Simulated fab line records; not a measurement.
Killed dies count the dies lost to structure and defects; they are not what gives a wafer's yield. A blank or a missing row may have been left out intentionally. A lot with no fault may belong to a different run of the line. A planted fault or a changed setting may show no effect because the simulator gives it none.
Which tool did it? || flow n5Finfet || Sampling: 9 lots, 27 wafers, 6 of 1938 route steps

## WHAT THE GAUGES SHOWED, per wafer
N5_BEOL_M4_RC_MEAS_101.
{"lot": "L449", "measured": "day 8 14:13", "on": "prober-02", "DIBL_N (mV/V)": "32.8 35.9 34.4", "DIBL_P (mV/V)": "32.8 35.1 32.9", "IOFF_N (nA/um)": "0.12 0.16 0.14", "IOFF_P (nA/um)": "0.17 0.20 0.17", "ION_N (uA/um)": "660 663 652", "ION_P (uA/um)": "454 454 446", "SS_N (mV/dec)": "70.6 71.8 71.6", "SS_P (mV/dec)": "72.8 72.8 72.2", "VT_N (mV)": "255 250 252", "VT_P (mV)": "-252 -252 -251"}
{"lot": "L448", "measured": "day 8 18:03", "on": "prober-02", "DIBL_N (mV/V)": "35.1 37.2 37.5", "DIBL_P (mV/V)": "33.9 36.8 35.1", "IOFF_N (nA/um)": "0.13 0.17 0.17", "IOFF_P (nA/um)": "0.15 0.19 0.16", "ION_N (uA/um)": "653 682 677", "ION_P (uA/um)": "449 455 451", "SS_N (mV/dec)": "70.7 71.6 71.5", "SS_P (mV/dec)": "73.5 73.1 73.5", "VT_N (mV)": "251 251 248", "VT_P (mV)": "-257 -255 -256"}
{"lot": "L447", "measured": "day 9 00:19", "on": "prober-02", "DIBL_N (mV/V)": "37.7 36.5 36.5", "DIBL_P (mV/V)": "37.5 35.6 36.0", "IOFF_N (nA/um)": "0.18 0.16 0.16", "IOFF_P (nA/um)": "0.22 0.19 0.19", "ION_N (uA/um)": "674 666 676", "ION_P (uA/um)": "463 456 453", "SS_N (mV/dec)": "71.6 71.3 71.7", "SS_P (mV/dec)": "73.8 73.2 73.5", "VT_N (mV)": "250 250 250", "VT_P (mV)": "-249 -252 -252"}
{"lot": "L452", "measured": "day 9 04:58", "on": "prober-01", "DIBL_N (mV/V)": "38.8 36.9 37.5", "DIBL_P (mV/V)": "41.7 38.2 38.4", "IOFF_N (nA/um)": "0.23 0.18 0.19", "IOFF_P (nA/um)": "0.27 0.21 0.21", "ION_N (uA/um)": "694 676 683", "ION_P (uA/um)": "468 452 456", "SS_N (mV/dec)": "72.2 71.8 71.6", "SS_P (mV/dec)": "74.3 73.9 74.3", "VT_N (mV)": "245 250 248", "VT_P (mV)": "-251 -252 -254"}
{"lot": "L451", "measured": "day 9 05:38", "on": "prober-02", "DIBL_N (mV/V)": "38.0 35.7 37.3", "DIBL_P (mV/V)": "40.4 36.3 39.3", "IOFF_N (nA/um)": "0.20 0.16 0.18", "IOFF_P (nA/um)": "0.27 0.20 0.26", "ION_N (uA/um)": "687 670 671", "ION_P (uA/um)": "469 464 463", "SS_N (mV/dec)": "72.1 71.7 72.3", "SS_P (mV/dec)": "73.6 72.8 73.7", "VT_N (mV)": "244 248 248", "VT_P (mV)": "-246 -251 -248"}
{"lot": "L454", "measured": "day 9 20:14", "on": "prober-01", "DIBL_N (mV/V)": "37.3 37.0 39.7", "DIBL_P (mV/V)": "36.5 36.0 37.1", "IOFF_N (nA/um)": "0.18 0.16 0.23", "IOFF_P (nA/um)": "0.22 0.20 0.23", "ION_N (uA/um)": "679 680 675", "ION_P (uA/um)": "461 460 452", "SS_N (mV/dec)": "71.7 71.1 72.8", "SS_P (mV/dec)": "73.2 72.8 73.7", "VT_N (mV)": "246 250 244", "VT_P (mV)": "-251 -249 -251"}
{"lot": "L465", "measured": "day 12 21:56", "on": "prober-01", "DIBL_N (mV/V)": "37.1 36.4 38.0", "DIBL_P (mV/V)": "37.7 35.5 38.3", "IOFF_N (nA/um)": "0.17 0.15 0.21", "IOFF_P (nA/um)": "0.27 0.22 0.28", "ION_N (uA/um)": "679 668 702", "ION_P (uA/um)": "465 461 472", "SS_N (mV/dec)": "72.8 71.0 73.2", "SS_P (mV/dec)": "73.5 73.3 74.1", "VT_N (mV)": "248 252 244", "VT_P (mV)": "-245 -245 -245"}
{"lot": "L466", "measured": "day 13 01:27", "on": "prober-01", "DIBL_N (mV/V)": "35.4 37.0 35.2", "DIBL_P (mV/V)": "37.3 37.7 37.1", "IOFF_N (nA/um)": "0.16 0.17 0.15", "IOFF_P (nA/um)": "0.21 0.22 0.21", "ION_N (uA/um)": "681 682 682", "ION_P (uA/um)": "464 465 461", "SS_N (mV/dec)": "71.1 70.8 71.0", "SS_P (mV/dec)": "73.6 73.7 73.0", "VT_N (mV)": "248 248 250", "VT_P (mV)": "-250 -249 -249"}
{"lot": "L469", "measured": "day 14 00:20", "on": "prober-01", "DIBL_N (mV/V)": "39.1 37.7 39.5", "DIBL_P (mV/V)": "38.5 37.1 39.5", "IOFF_N (nA/um)": "0.18 0.16 0.19", "IOFF_P (nA/um)": "0.23 0.22 0.26", "ION_N (uA/um)": "663 659 681", "ION_P (uA/um)": "460 458 467", "SS_N (mV/dec)": "71.9 72.1 72.8", "SS_P (mV/dec)": "74.1 73.7 73.8", "VT_N (mV)": "251 252 251", "VT_P (mV)": "-249 -248 -247"}

N5_BEOL_M8_THK_MEAS_01.
{"lot": "L449", "measured": "day 9 18:53", "on": "filmMetro-01", "M8_ILD_THK (nm)": "153.0 155.6 158.4"}
{"lot": "L448", "measured": "day 9 23:25", "on": "filmMetro-01", "M8_ILD_THK (nm)": "157.3 155.0 158.2"}
{"lot": "L447", "measured": "day 10 02:34", "on": "filmMetro-02", "M8_ILD_THK (nm)": "153.4 155.7 155.0"}
{"lot": "L452", "measured": "day 10 10:57", "on": "filmMetro-02", "M8_ILD_THK (nm)": "153.5 155.7 156.7"}
{"lot": "L451", "measured": "day 10 10:40", "on": "filmMetro-02", "M8_ILD_THK (nm)": "154.4 155.8 156.9"}
{"lot": "L454", "measured": "day 10 23:25", "on": "filmMetro-01", "M8_ILD_THK (nm)": "154.0 155.5 155.6"}
{"lot": "L465", "measured": "day 14 04:22", "on": "filmMetro-01", "M8_ILD_THK (nm)": "152.1 42.3 151.5"}
{"lot": "L466", "measured": "day 14 05:51", "on": "filmMetro-01", "M8_ILD_THK (nm)": "48.3 158.2 158.4"}
{"lot": "L469", "measured": "day 15 06:14", "on": "filmMetro-01", "M8_ILD_THK (nm)": "157.1 156.6 157.8"}

## TOOL THAT RAN EACH LOT (tool first, then ch and the chambers of the sampled wafers, then the start)
{"lot": "L449", "N5_BEOL_M7_STRIP_36": "rieDiel-01 ch 1,2, day 9 15:35", "N5_BEOL_M7_SPUTTER_48": "pvdSputter-01, day 9 17:12", "N5_BEOL_M8_ILD_DEP_00": "pecvd-02 ch 0,1, day 9 18:18", "N5_BEOL_M8_CURE_74": "uvCure-01 ch 1, day 9 18:32"}
{"lot": "L448", "N5_BEOL_M7_STRIP_36": "rieDiel-03 ch 0,2, day 9 19:26", "N5_BEOL_M7_SPUTTER_48": "pvdSputter-03, day 9 21:07", "N5_BEOL_M8_ILD_DEP_00": "pecvd-04 ch 0,1,2, day 9 22:22", "N5_BEOL_M8_CURE_74": "uvCure-01 ch 0, day 9 22:44"}
{"lot": "L447", "N5_BEOL_M7_STRIP_36": "rieDiel-01 ch 1,2,3, day 9 23:40", "N5_BEOL_M7_SPUTTER_48": "pvdSputter-02, day 10 00:56", "N5_BEOL_M8_ILD_DEP_00": "pecvd-02 ch 0,2, day 10 01:59", "N5_BEOL_M8_CURE_74": "uvCure-03 ch 2, day 10 02:13"}
{"lot": "L452", "N5_BEOL_M7_STRIP_36": "rieDiel-01 ch 0,1,2, day 10 07:43", "N5_BEOL_M7_SPUTTER_48": "pvdSputter-02, day 10 09:14", "N5_BEOL_M8_ILD_DEP_00": "pecvd-02 ch 0,2, day 10 10:22", "N5_BEOL_M8_CURE_74": "uvCure-03 ch 0, day 10 10:26"}
{"lot": "L451", "N5_BEOL_M7_STRIP_36": "rieDiel-06 ch 0,3, day 10 07:36", "N5_BEOL_M7_SPUTTER_48": "pvdSputter-01, day 10 09:05", "N5_BEOL_M8_ILD_DEP_00": "pecvd-02 ch 1,2, day 10 10:05", "N5_BEOL_M8_CURE_74": "uvCure-02 ch 1, day 10 10:19"}
{"lot": "L454", "N5_BEOL_M7_STRIP_36": "rieDiel-06 ch 1,2, day 10 20:24", "N5_BEOL_M7_SPUTTER_48": "pvdSputter-03, day 10 21:51", "N5_BEOL_M8_ILD_DEP_00": "pecvd-03 ch 0,1,2, day 10 22:50", "N5_BEOL_M8_CURE_74": "uvCure-03 ch 0, day 10 22:55"}
{"lot": "L465", "N5_BEOL_M7_STRIP_36": "rieDiel-06 ch 0,1,3, day 14 00:20", "N5_BEOL_M7_SPUTTER_48": "pvdSputter-03, day 14 01:53", "N5_BEOL_M8_ILD_DEP_00": "pecvd-02 ch 0,1,2, day 14 03:47", "N5_BEOL_M8_CURE_74": "uvCure-02 ch 2, day 14 03:52"}
{"lot": "L466", "N5_BEOL_M7_STRIP_36": "rieDiel-03 ch 0,2,3, day 14 02:01", "N5_BEOL_M7_SPUTTER_48": "pvdSputter-03, day 14 04:11", "N5_BEOL_M8_ILD_DEP_00": "pecvd-02 ch 0,1,2, day 14 05:17", "N5_BEOL_M8_CURE_74": "uvCure-02 ch 1, day 14 05:34"}
{"lot": "L469", "N5_BEOL_M7_STRIP_36": "rieDiel-06 ch 0,1,3, day 15 01:52", "N5_BEOL_M7_SPUTTER_48": "pvdSputter-02, day 15 04:08", "N5_BEOL_M8_ILD_DEP_00": "pecvd-04 ch 0,1,2, day 15 05:41", "N5_BEOL_M8_CURE_74": "uvCure-03 ch 0, day 15 05:58"}
- N5_BEOL_M7_STRIP_36: strips in N2/H2.
- N5_BEOL_M7_SPUTTER_48: material Cu, target thk 10 nm, time 1.667 s.
- N5_BEOL_M8_ILD_DEP_00: deposits SiCOH lowk from DEMS/porogen, target thk 179.75 nm, time 33.4 s.
- N5_BEOL_M8_CURE_74: cures SiCOH lowk, time 240 s.

## WHAT THE TOOLS THEMSELVES READ (means of the sampled wafers that have a number; where no wafer has one, the mark that the record gives instead)
N5_BEOL_M7_STRIP_36.
{"lot": "L449", "tool": "rieDiel-01", "drypumpMotorCurrentA (A)": 6.0, "oesProductAu (a.u.)": 0.70, "rfVppV (V)": 57.9, "showerheadPlenumPTorr (Torr)": 2.44, "throttleValvePct (%)": 23.5}
{"lot": "L448", "tool": "rieDiel-03", "drypumpMotorCurrentA (A)": 5.2, "oesProductAu (a.u.)": 0.77, "rfVppV (V)": 58.0, "showerheadPlenumPTorr (Torr)": 2.52, "throttleValvePct (%)": 23.4}
{"lot": "L447", "tool": "rieDiel-01", "drypumpMotorCurrentA (A)": 6.1, "oesProductAu (a.u.)": 0.76, "rfVppV (V)": 58.5, "showerheadPlenumPTorr (Torr)": 2.46, "throttleValvePct (%)": 23.4}
{"lot": "L452", "tool": "rieDiel-01", "drypumpMotorCurrentA (A)": 5.7, "oesProductAu (a.u.)": 0.70, "rfVppV (V)": 59.5, "showerheadPlenumPTorr (Torr)": 2.52, "throttleValvePct (%)": 23.6}
{"lot": "L451", "tool": "rieDiel-06", "drypumpMotorCurrentA (A)": 5.5, "oesProductAu (a.u.)": 0.84, "rfVppV (V)": 59.9, "showerheadPlenumPTorr (Torr)": 2.59, "throttleValvePct (%)": 23.5}
{"lot": "L454", "tool": "rieDiel-06", "drypumpMotorCurrentA (A)": 5.5, "oesProductAu (a.u.)": 0.74, "rfVppV (V)": 59.6, "showerheadPlenumPTorr (Torr)": 2.53, "throttleValvePct (%)": 23.7}
{"lot": "L465", "tool": "rieDiel-06", "drypumpMotorCurrentA (A)": 5.7, "oesProductAu (a.u.)": 0.83, "rfVppV (V)": 59.7, "showerheadPlenumPTorr (Torr)": 2.55, "throttleValvePct (%)": 23.3}
{"lot": "L466", "tool": "rieDiel-03", "drypumpMotorCurrentA (A)": 5.5, "oesProductAu (a.u.)": 0.81, "rfVppV (V)": 59.3, "showerheadPlenumPTorr (Torr)": 2.58, "throttleValvePct (%)": 23.8}
{"lot": "L469", "tool": "rieDiel-06", "drypumpMotorCurrentA (A)": 5.6, "oesProductAu (a.u.)": 0.81, "rfVppV (V)": 57.1, "showerheadPlenumPTorr (Torr)": 2.55, "throttleValvePct (%)": 23.4}

N5_BEOL_M7_SPUTTER_48.
{"lot": "L449", "tool": "pvdSputter-01", "cathodeDcPowerW (W)": 25996, "chuckGasFlowSccm (sccm)": 1.28, "throttleValvePct (%)": 30.2}
{"lot": "L448", "tool": "pvdSputter-03", "cathodeDcPowerW (W)": 26004, "chuckGasFlowSccm (sccm)": 1.27, "throttleValvePct (%)": 29.4}
{"lot": "L447", "tool": "pvdSputter-02", "cathodeDcPowerW (W)": 25999, "chuckGasFlowSccm (sccm)": 1.26, "throttleValvePct (%)": 29.5}
{"lot": "L452", "tool": "pvdSputter-02", "cathodeDcPowerW (W)": 26000, "chuckGasFlowSccm (sccm)": 1.27, "throttleValvePct (%)": 29.6}
{"lot": "L451", "tool": "pvdSputter-01", "cathodeDcPowerW (W)": 25998, "chuckGasFlowSccm (sccm)": 1.22, "throttleValvePct (%)": 28.7}
{"lot": "L454", "tool": "pvdSputter-03", "cathodeDcPowerW (W)": 26001, "chuckGasFlowSccm (sccm)": 1.31, "throttleValvePct (%)": 29.7}
{"lot": "L465", "tool": "pvdSputter-03", "cathodeDcPowerW (W)": 25995, "chuckGasFlowSccm (sccm)": 1.25, "throttleValvePct (%)": 29.6}
{"lot": "L466", "tool": "pvdSputter-03", "cathodeDcPowerW (W)": 26001, "chuckGasFlowSccm (sccm)": 1.26, "throttleValvePct (%)": 29.2}
{"lot": "L469", "tool": "pvdSputter-02", "cathodeDcPowerW (W)": 26001, "chuckGasFlowSccm (sccm)": 1.25, "throttleValvePct (%)": 29.7}

N5_BEOL_M8_ILD_DEP_00.
{"lot": "L449", "tool": "pecvd-02", "heaterPowerW (W)": 293, "showerheadPlenumPTorr (Torr)": 5.744, "showerheadVppV (V)": 1376, "throttleValvePct (%)": 13.9}
{"lot": "L448", "tool": "pecvd-04", "heaterPowerW (W)": 269, "showerheadPlenumPTorr (Torr)": 5.756, "showerheadVppV (V)": 1356, "throttleValvePct (%)": 13.2}
{"lot": "L447", "tool": "pecvd-02", "heaterPowerW (W)": 379, "showerheadPlenumPTorr (Torr)": 5.737, "showerheadVppV (V)": 1342, "throttleValvePct (%)": 14.0}
{"lot": "L452", "tool": "pecvd-02", "heaterPowerW (W)": 351, "showerheadPlenumPTorr (Torr)": 5.735, "showerheadVppV (V)": 1326, "throttleValvePct (%)": 14.5}
{"lot": "L451", "tool": "pecvd-02", "heaterPowerW (W)": 367, "showerheadPlenumPTorr (Torr)": 5.738, "showerheadVppV (V)": 1346, "throttleValvePct (%)": 13.5}
{"lot": "L454", "tool": "pecvd-03", "heaterPowerW (W)": 283, "showerheadPlenumPTorr (Torr)": 5.745, "showerheadVppV (V)": 1465, "throttleValvePct (%)": 13.8}
{"lot": "L465", "tool": "pecvd-02", "heaterPowerW (W)": 330, "showerheadPlenumPTorr (Torr)": 5.753, "showerheadVppV (V)": 1364, "throttleValvePct (%)": 14.0}
{"lot": "L466", "tool": "pecvd-02", "heaterPowerW (W)": 345, "showerheadPlenumPTorr (Torr)": 5.734, "showerheadVppV (V)": 1349, "throttleValvePct (%)": 14.0}
{"lot": "L469", "tool": "pecvd-04", "heaterPowerW (W)": 267, "showerheadPlenumPTorr (Torr)": 5.751, "showerheadVppV (V)": 1346, "throttleValvePct (%)": 13.3}

N5_BEOL_M8_CURE_74.
{"lot": "L449", "tool": "uvCure-01", "lampPowerPct (%)": 52.29, "wafer_temp_C_max": 387.1}
{"lot": "L448", "tool": "uvCure-01", "lampPowerPct (%)": 52.28, "wafer_temp_C_max": 386.1}
{"lot": "L447", "tool": "uvCure-03", "lampPowerPct (%)": 52.29, "wafer_temp_C_max": 388.8}
{"lot": "L452", "tool": "uvCure-03", "lampPowerPct (%)": 52.33, "wafer_temp_C_max": 386.7}
{"lot": "L451", "tool": "uvCure-02", "lampPowerPct (%)": 52.31, "wafer_temp_C_max": 387.2}
{"lot": "L454", "tool": "uvCure-03", "lampPowerPct (%)": 52.28, "wafer_temp_C_max": 386.8}
{"lot": "L465", "tool": "uvCure-02", "lampPowerPct (%)": 52.25, "wafer_temp_C_max": 387.1}
{"lot": "L466", "tool": "uvCure-02", "lampPowerPct (%)": 52.26, "wafer_temp_C_max": 386.7}
{"lot": "L469", "tool": "uvCure-03", "lampPowerPct (%)": 52.34, "wafer_temp_C_max": 386.9}

## THE ANSWER, worked out from the rows above alone
Rule: the usual values come from the lots themselves. The widest of any qualifying gaps counts: lots, ordered by their means at a reading, are off when they make up no more than a third of the lots, leave a main group of 4 or more, and stand apart from it by 3 or more times the standard deviation of that group's means. A main group is skipped when, at the precision printed for the reading in the tables above, its means are all equal. Also off: a lot with no number at a reading for which 4 or more lots have one. The other lots that the step has rows for count as sound. The gauges are gone through in route order, then the tools' own readings, and for those a lot's mean is taken as printed above. The first step at which some lot is off is used, and at that step the reading that is off furthest; a lot without a number counts as furthest.
Off: L465, L466, at N5_BEOL_M8_THK_MEAS_01 (M8_ILD_THK). Mean 155.8 nm and standard deviation 0.85 in the main group.
If a tool, at a process step before that reading, ran all the lots that are off and no sound lot after the first of them, it fits. Those tools and the gauges at N5_BEOL_M8_THK_MEAS_01 are tried in the same way. Can't be told from this: 3 tools fit, pvdSputter-03 at N5_BEOL_M7_SPUTTER_48, pecvd-02 at N5_BEOL_M8_ILD_DEP_00, uvCure-02 at N5_BEOL_M8_CURE_74.

## WHAT HAD BEEN PUT IN BY THE SIMULATOR
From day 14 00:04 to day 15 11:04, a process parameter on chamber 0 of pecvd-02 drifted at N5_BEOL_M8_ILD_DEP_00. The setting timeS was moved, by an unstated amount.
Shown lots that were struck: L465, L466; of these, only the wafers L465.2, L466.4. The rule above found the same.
